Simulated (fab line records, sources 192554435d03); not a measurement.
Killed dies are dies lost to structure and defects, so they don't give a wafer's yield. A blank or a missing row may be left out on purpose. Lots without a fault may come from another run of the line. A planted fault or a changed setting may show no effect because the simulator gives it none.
fab line records | flow n5_finfet
record lots=10 wafers=30 last_day=19
route steps=1938 shown BEOL_M11@1580 BEOL_M12@1602 PASSIVATION@1936
lots that met no fault: from a run of the same line without faults
start_h: hours from the record's first day to the start of the lot's first wafer shown | wait_h: hours since the lot's step before | " the same as in the row above | L1.1+2: a row that stands for several wafers | - no value, or no start given | * or withheld: withheld | < > ~ a bound
route shown NAME@n: a module of which the file shows steps, and the number in the route of the first | usual: mean/standard deviation of fault-free wafers | same: alike in all rows | chamber/n: place in a boat | sites: the reading at each site | _std_site: their standard deviation | _edge_site: outer sites' mean less inner sites' | radius_mm: how far each site lies from the wafer's centre | mask NAME#n: copy n | behind: the tool/chamber that last shaped the wafer | hold: why the lot was held/for how many hours/how that ended | device: the transistor (n, p or np) that didn't switch | end of line: the same wafers' tests at the end of the route | a step without rows: its recipe alone | killed: dies lost to structure and defects at the first sort, not the wafer's yield | map: a wafer's dies, x killed, . not, _ none there
set.NAME: the setting as run; set.NAME@STEP: as run at that earlier step | model.NAME: the simulator's own value behind a step, which no gauge read
steps of the route over a sample of lots; a table a step, a row a wafer
services: from which hour (start_h, from the record's first day; less than 0 if before it) a tool's chamber was out of use, for how many hours, and why
## steps
# step N5_BEOL_M11_STRIP_77
# recipe chemistry=N2/H2 time_s=10 power_w=450 temp_c=40 pressure_mtorr=20 rf_frequency_hz=6e+07 bias_power_w=7 n2_flow_sccm=200 h2_flow_sccm=200
# usual drypump_motor_current_A=5.6/0.47 oes_product_au=0.80/0.092 rf_vpp_V=59.2/0.94 showerhead_plenum_p_Torr=2.55/0.087 throttle_valve_pct=23.51/0.16
# columns lot.wafer tool chamber start_h wait_h drypump_motor_current_A oes_product_au rf_hours_counter_h rf_vpp_V showerhead_plenum_p_Torr throttle_valve_pct
L966.1 rie_diel-02 0 - - 4.7 0.96 11 60.8 2.59 23.39
L966.2 " 3 " " 5.9 0.73 164 59.9 2.54 23.41
L966.6 " 0 " " 4.6 0.98 - 59.4 2.59 23.41
L969.2 rie_diel-06 1 - - 5.1 0.69 245 59.6 2.39 23.80
L969.3 " 0 " " 5.9 0.89 49 58.9 2.47 23.52
L969.4 " 2 " " 6.2 0.78 141 56.3 2.34 23.70
L970.2 rie_diel-06 3 - - 5.4 0.85 64 59.9 2.68 23.22
L970.5 " 2 " " 6.2 0.78 - 59.0 2.34 23.71
L970.6 " 0 " " 5.9 0.88 - 59.0 2.46 23.52
L968.1 rie_diel-03 1 - - 5.6 0.87 64 59.6 2.58 23.55
L968.4 " 0 " " 5.5 0.74 - 57.6 2.53 23.51
L968.5 " 1 " " 5.6 0.88 - 60.6 2.58 23.53
L971.1 rie_diel-03 2 - - 6.4 0.69 258 58.7 2.61 23.92
L971.3 " 0 " " 5.5 0.74 167 58.4 2.53 23.53
L971.5 " 2 " " 6.4 0.68 - 60.1 2.61 23.94
L975.2 rie_diel-03 0 - - 5.6 0.73 179 58.8 2.53 23.54
L975.3 " 1 " " 5.5 0.85 79 59.6 2.57 23.55
L975.5 " 0 " " 5.5 0.73 - 60.7 2.53 23.54
L977.1 rie_diel-03 0 - - 5.5 0.72 184 59.7 2.53 23.55
L977.2 " 3 " " 5.9 0.72 201 59.8 2.52 23.59
L977.5 " 1 " " 5.6 0.84 - 58.4 2.57 23.57
L979.1 rie_diel-06 1 - - 5.1 0.90 16 60.1 2.70 23.50
L979.4 " 3 " " 5.4 0.82 81 60.1 2.67 23.25
L979.6 " 1 " " 5.1 0.91 - 59.5 2.70 23.51
L981.1 rie_diel-02 3 - - 5.9 0.70 196 58.9 2.53 23.43
L981.3 " 1 " " 5.1 0.92 23 58.7 2.59 23.27
L981.5 " 2 " " 5.7 0.69 - 59.9 2.62 23.48
L987.2 rie_diel-02 1 - - 5.1 0.88 42 59.4 2.58 23.30
L987.3 " 3 " " 5.9 0.69 216 60.5 2.52 23.46
L987.5 " 1 " " 5.1 0.88 - 60.6 2.58 23.31
# step N5_BEOL_M11_DEGAS_44
# recipe ambient=vacuum temp_c=250 time_s=60
# usual heater_power_w=327/20
# columns lot.wafer tool chamber start_h wait_h heater_power_w
L966.1 pvd_sputter-01 - 238.96 0.8 318
L966.2 " - " " 319
L966.6 " - " " 342
L969.2 pvd_sputter-02 - 252.18 0.5 322
L969.3 " - " " 339
L969.4 " - " " 281
L970.2 pvd_sputter-02 - 267.10 0.3 337
L970.5 " - " " 312
L970.6 " - " " 342
L968.1 pvd_sputter-01 - 271.38 0.7 355
L968.4 " - " " 326
L968.5 " - " " 354
L971.1 pvd_sputter-01 - 281.40 0.5 320
L971.3 " - " " 339
L971.5 " - " " 322
L975.2 pvd_sputter-03 - 308.99 0.4 313
L975.3 " - " " 352
L975.5 " - " " 328
L977.1 pvd_sputter-02 - 326.86 1.9 284
L977.2 " - " " 309
L977.5 " - " " 336
L979.1 pvd_sputter-03 - 335.76 0.3 297
L979.4 " - " " 297
L979.6 " - " " 296
L981.1 pvd_sputter-01 - 350.62 0.4 306
L981.3 " - " " 340
L981.5 " - " " 355
L987.2 pvd_sputter-03 - 409.61 0.6 340
L987.3 " - " " 301
L987.5 " - " " 310
# step N5_BEOL_M11_INSPECT_58
# recipe inspect_instrument=darkfield mode=post_dep
# usual raw_defect_count=75/26
# columns lot.wafer tool chamber start_h wait_h raw_defect_count
L966.1 defect_inspect-02 - 240.75 0.0 90
L966.2 " - " " 75
L966.6 " - " " 62
L969.2 defect_inspect-02 - 254.51 0.0 43
L969.3 " - " " 57
L969.4 " - " " 62
L970.2 defect_inspect-02 - 270.56 0.0 91
L970.5 " - " " 75
L970.6 " - " " 71
L968.1 defect_inspect-01 - 273.65 0.0 30
L968.4 " - " " 68
L968.5 " - " " 52
L971.1 defect_inspect-01 - 283.29 0.0 96
L971.3 " - " " 100
L971.5 " - " " 172
L975.2 defect_inspect-02 - 311.44 0.0 84
L975.3 " - " " 43
L975.5 " - " " 59
L977.1 defect_inspect-02 - 328.90 0.0 67
L977.2 " - " " 97
L977.5 " - " " 58
L979.1 defect_inspect-02 - 337.53 0.0 119
L979.4 " - " " 90
L979.6 " - " " 128
L981.1 defect_inspect-02 - 352.65 0.0 70
L981.3 " - " " 102
L981.5 " - " " 105
L987.2 defect_inspect-02 - 411.83 0.0 32
L987.3 " - " " 61
L987.5 " - " " 90
# step N5_BEOL_M12_ILD_DEP_00
# recipe material=SiOC target_thk_a=6589.2 temp_c=350 precursor=DEMS/O2 pressure_torr=5 rf_w=500 time_s=130.7
# usual heater_power_outer_w=295/54 heater_power_w=524/82 showerhead_plenum_p_Torr=5.689/0.02 showerhead_vpp_V=1391/63 throttle_valve_pct=12.1/0.73
# columns lot.wafer tool chamber start_h wait_h heater_power_outer_w heater_power_w showerhead_plenum_p_Torr showerhead_vpp_V throttle_valve_pct
L966.1 pecvd-04 2 240.79 0.0 297 531 5.685 1377 10.7
L966.2 " 0 " " 262 472 5.700 1399 11.9
L966.6 " 0 " " 194 379 5.697 1389 11.7
L969.2 pecvd-01 1 254.54 0.0 335 602 5.700 1310 12.4
L969.3 " 2 " " 317 584 5.684 1300 11.1
L969.4 " 2 " " 247 489 5.672 1316 11.2
L970.2 pecvd-02 1 270.60 0.0 389 652 5.726 1359 12.6
L970.5 " 2 " " 373 651 5.700 1529 11.5
L970.6 " 1 " " 304 526 5.730 1371 12.6
L968.1 pecvd-02 1 273.69 0.0 383 651 5.721 1388 12.6
L968.4 " 2 " " 343 600 5.688 1538 11.5
L968.5 " 0 " " 206 358 5.684 1409 12.7
L971.1 pecvd-01 0 283.32 0.0 263 473 5.666 1407 13.3
L971.3 " 1 " " 344 628 5.727 1317 12.2
L971.5 " 2 " " 329 591 5.687 1309 11.2
L975.2 pecvd-01 1 311.48 0.0 305 567 5.707 1338 12.5
L975.3 " 2 " " 318 576 5.675 1295 11.4
L975.5 " 1 " " 340 615 5.706 1316 12.2
L977.1 pecvd-01 0 328.94 0.0 228 443 5.638 1373 13.1
L977.2 " 2 " " 308 586 5.659 1316 11.3
L977.5 " 1 " " 363 650 5.705 1301 12.2
L979.1 pecvd-02 0 337.57 0.0 239 417 5.690 1398 12.7
L979.4 " 2 " " 356 620 5.703 1535 11.6
L979.6 " 1 " " 376 654 5.719 1391 12.5
L981.1 pecvd-02 2 352.68 0.0 304 526 5.697 1537 11.7
L981.3 " 0 " " 247 427 5.695 1375 12.2
L981.5 " 0 " " 261 448 5.677 1406 12.8
L987.2 pecvd-02 2 411.87 0.0 366 614 5.691 1502 11.6
L987.3 " 0 " " 265 448 5.696 1395 12.4
L987.5 " 1 " " 310 544 5.705 1375 12.7
# step N5_BEOL_M12_THK_MEAS_01
# recipe reads=SiOC_of_BEOL_M12_ILD_DEP_00
# usual M12_ILD_THK=658/8.6
# columns lot.wafer tool chamber start_h wait_h M12_ILD_THK[nm]
L966.1 film_metro-02 - 240.92 0.1 644
L966.2 " - " " 646
L966.6 " - " " 663
L969.2 film_metro-01 - 254.69 0.1 661
L969.3 " - " " 647
L969.4 " - " " 663
L970.2 film_metro-02 - 270.73 0.1 669
L970.5 " - " " 661
L970.6 " - " " 669
L968.1 film_metro-02 - 273.82 0.1 670
L968.4 " - " " 666
L968.5 " - " " 670
L971.1 film_metro-02 - 283.45 0.1 655
L971.3 " - " " 657
L971.5 " - " " 663
L975.2 film_metro-01 - 311.61 0.1 662
L975.3 " - " " 648
L975.5 " - " " 669
L977.1 film_metro-01 - 329.07 0.1 638
L977.2 " - " " 647
L977.5 " - " " 669
L979.1 film_metro-02 - 337.70 0.1 656
L979.4 " - " " 672
L979.6 " - " " 669
L981.1 film_metro-02 - 352.81 0.1 649
L981.3 " - " " 658
L981.5 " - " " 664
L987.2 film_metro-01 - 412.00 0.1 646
L987.3 " - " " 656
L987.5 " - " " 895
# step N5_BEOL_M12_STRIP_63
# recipe chemistry=N2/H2 power_w=1000 temp_c=250 h2_frac=0.65 overash_fraction=0.3 pressure_mtorr=1000 n2_flow_sccm=1750 h2_flow_sccm=3250
# usual drypump_motor_current_A=5.8/0.52 heater_power_w=311/18 oes_product_au=0.693/0.0046 strip_time_to_endpoint_s=42.4/0.74
# columns lot.wafer tool chamber start_h wait_h drypump_motor_current_A heater_power_w oes_product_au rf_hours_counter_h strip_time_to_endpoint_s
L966.1 plasma_asher-02 1 241.60 - 5.0 329 0.696 74 43.2
L966.2 " 0 " " 6.1 322 0.689 74 43.3
L966.6 " 1 " " 5.0 325 0.694 - 41.6
L969.2 plasma_asher-02 0 255.55 - 6.1 324 0.694 76 41.9
L969.3 " 0 " " 6.1 323 0.698 - 42.8
L969.4 " 1 " " 5.0 328 0.694 - 41.9
L970.2 plasma_asher-01 0 271.40 - 5.9 284 0.689 120 41.5
L970.5 " 1 " " 6.4 299 0.693 - 42.0
L970.6 " 0 " " 6.0 285 0.696 - 41.3
L968.1 plasma_asher-02 1 274.63 - 5.0 319 0.689 80 41.5
L968.4 " 1 " " 5.0 323 0.691 - 41.6
L968.5 " 1 " " 5.0 327 0.685 - 40.8
L971.1 plasma_asher-01 1 284.13 - 6.4 305 0.694 122 41.8
L971.3 " 0 " " 5.9 280 0.688 - 42.0
L971.5 " 1 " " 6.4 307 0.689 - 41.5
L975.2 plasma_asher-02 0 312.41 - 6.1 320 0.692 88 42.5
L975.3 " 1 " " 5.0 326 0.692 - 43.1
L975.5 " 0 " " 6.1 318 0.685 - 42.0
L977.1 plasma_asher-01 0 329.87 - 6.0 287 0.700 131 44.1
L977.2 " 1 " " 6.4 313 0.683 131 43.0
L977.5 " 1 " " 6.4 304 0.690 - 41.6
L979.1 plasma_asher-02 1 338.51 - 5.0 325 0.686 92 43.0
L979.4 " 1 " " 5.0 323 0.701 - 41.4
L979.6 " 1 " " 5.0 327 0.701 - 41.6
L981.1 plasma_asher-02 0 353.64 - 6.1 322 0.691 96 42.7
L981.3 " 0 " " 6.1 331 0.693 - 41.9
L981.5 " 0 " " 6.1 322 0.690 - 41.3
L987.2 plasma_asher-02 0 412.88 - 6.1 322 0.693 109 43.6
L987.3 " 1 " " 5.0 323 0.697 - 42.3
L987.5 " 0 " " 6.1 323 0.664 - 22.6
# step N5_PASSIVATION_PROBE_49
# usual defect_limited_yield=91.2/1.4 killed_at_M0_to_M3=34/9.7 killed_at_M4_up=14/5.2 killed_at_contacts=13/6.7 killed_at_front_end=39/11 killed_at_other=3.6/2.6 killed_dies=104/17 killed_open=69/12 killed_short=34/8.2 sort_bin_5_function=5.3/0.89 sort_bin_6_memory=3.2/0.69 sort_n_pass=1076/17 sort_yield_pct=91.2/1.4
# same gross_dies=1180 killed_at_back_side=0 sort_bin_4_leakage[%]=0 sort_bin_8_speed[%]=0
# columns lot.wafer tool chamber start_h wait_h defect_limited_yield[%] killed_at_M0_to_M3 killed_at_M4_up killed_at_contacts killed_at_front_end killed_at_other killed_dies killed_open killed_short sort_bin_5_function[%] sort_bin_6_memory[%] sort_n_pass sort_yield_pct[%]
L970.2 prober-01 - 317.76 0.1 91.4 38 9 10 43 2 102 63 39 5.5 2.7 1078 91.4
L970.5 prober-01 - 317.91 0.2 92.3 33 8 12 34 4 91 50 39 4.4 2.6 1089 92.3
L970.6 prober-01 - 317.96 0.3 91.1 41 11 18 31 4 105 68 37 4.8 3.8 1075 91.1
L981.1 prober-01 - 392.99 0.0 88.5 36 9 27 58 6 136 84 46 7.0 4.1 1044 88.5
L981.3 prober-01 - 393.09 0.1 89.7 41 11 15 53 2 122 82 33 5.3 4.6 1058 89.7
L981.5 prober-01 - 393.19 0.2 90.4 29 13 14 53 4 113 69 39 5.7 3.7 1067 90.4
# killed by level:class
L970.2 BEOL_M0_SAQP:geometric_particle:short=11 STI_FIN_REVEAL:geometric_particle:open=10 MOL_CONTACT_COAG:geometric_particle:open=10 BEOL_M0_SAQP:geometric_particle:open=8 GATE_CUT:geometric_particle:short=8 BEOL_M1:geometric_particle:open=8 FIN_SAQP:geometric_particle:open=7 FIN_SAQP:geometric_particle:short=5
L970.5 FIN_SAQP:geometric_particle:short=12 MOL_CONTACT_COAG:geometric_particle:open=11 FIN_SAQP:geometric_particle:open=7 BEOL_M0_SAQP:geometric_particle:short=6 BEOL_M0_SAQP:geometric_particle:open=6 BEOL_M1:geometric_particle:open=6 STI_FIN_REVEAL:geometric_particle:open=4 GATE_CUT:geometric_particle:short=4
L970.6 MOL_CONTACT_COAG:geometric_particle:open=12 BEOL_M1:geometric_particle:open=11 FIN_SAQP:geometric_particle:short=9 BEOL_M0_SAQP:geometric_particle:open=9 FIN_SAQP:geometric_particle:open=7 BEOL_M0_SAQP:geometric_particle:short=7 BEOL_M2:geometric_particle:open=7 MOL_CONTACT_COAG:geometric_particle:short=6
L981.1 MOL_CONTACT_COAG:geometric_particle:open=24 FIN_SAQP:geometric_particle:short=23 FIN_SAQP:geometric_particle:open=16 BEOL_M1:geometric_particle:open=10 DUMMY_GATE:geometric_particle:open=7 BEOL_M2:geometric_particle:open=6 BEOL_M0_SAQP:geometric_particle:open=5 BEOL_M8:geometric_particle:open=4
L981.3 MOL_CONTACT_COAG:geometric_particle:open=12 FIN_SAQP:geometric_particle:open=10 FIN_SAQP:geometric_particle:short=10 BEOL_M1:geometric_particle:open=9 BEOL_M0_SAQP:geometric_particle:open=8 DUMMY_GATE:geometric_particle:open=6 GATE_CUT:geometric_particle:open=6 BEOL_M2:geometric_particle:open=6
L981.5 FIN_SAQP:geometric_particle:open=16 FIN_SAQP:geometric_particle:short=13 DUMMY_GATE:geometric_particle:open=10 MOL_CONTACT_COAG:geometric_particle:open=10 BEOL_M1:geometric_particle:open=8 BEOL_M0_SAQP:geometric_particle:short=7 BEOL_M4:geometric_particle:open=6 BEOL_M2:geometric_particle:open=5
## services
# columns tool chamber start_h hours kind
rie_diel-03 2 224.74 5.5 repair
rie_diel-02 1 235.50 - clean
rie_diel-02 1 235.50 - consumable_replace:focus_ring
rie_diel-02 1 235.50 16.7 scheduled_down
rie_diel-02 1 235.50 16.7 vent_cycle
rie_diel-03 3 237.13 57.4 repair
plasma_asher-02 - 237.53 2.7 repair
pecvd-02 1 245.14 2.1 scheduled_down
rie_diel-02 - 254.90 8.1 repair
rie_diel-06 1 265.26 - clean
pecvd-02 - 276.42 0.9 repair
rie_diel-03 2 295.05 - clean
rie_diel-03 2 295.05 - consumable_replace:focus_ring
rie_diel-03 2 295.05 24.5 scheduled_down
rie_diel-03 2 295.05 24.5 vent_cycle
rie_diel-02 1 296.22 11.3 repair
plasma_asher-02 - 298.09 2.8 repair
pecvd-04 1 310.94 12.0 repair
pecvd-02 - 311.50 0.8 repair
rie_diel-03 0 358.06 7.0 repair
plasma_asher-01 - 361.71 1.8 repair
rie_diel-02 2 368.36 7.7 repair
pecvd-01 0 369.33 5.5 scheduled_down
rie_diel-06 2 374.95 7.2 repair
## key
first_sign step=N5_BEOL_M12_THK_MEAS_01 reading=M12_ILD_THK direction=up sigmas=28 usual=658 struck=895
effect step=N5_BEOL_M12_STRIP_63 reading=strip_time_to_endpoint_s direction=down sigmas=27 usual=* struck=*
met_at N5_BEOL_M12_ILD_DEP_00
struck_lots L987
struck_wafers L987.5
not_acting_at N5_BEOL_M11_STRIP_77,N5_BEOL_M11_DEGAS_44,N5_BEOL_M11_INSPECT_58
onset_between 337.57 411.87
fault kind=process_parameter_drift tool=pecvd-02 chamber=1 onset_h=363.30 steps=N5_BEOL_M12_ILD_DEP_00 channel=target_thk_a offset=* shape=step end_h=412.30 acts_in=* stated=*
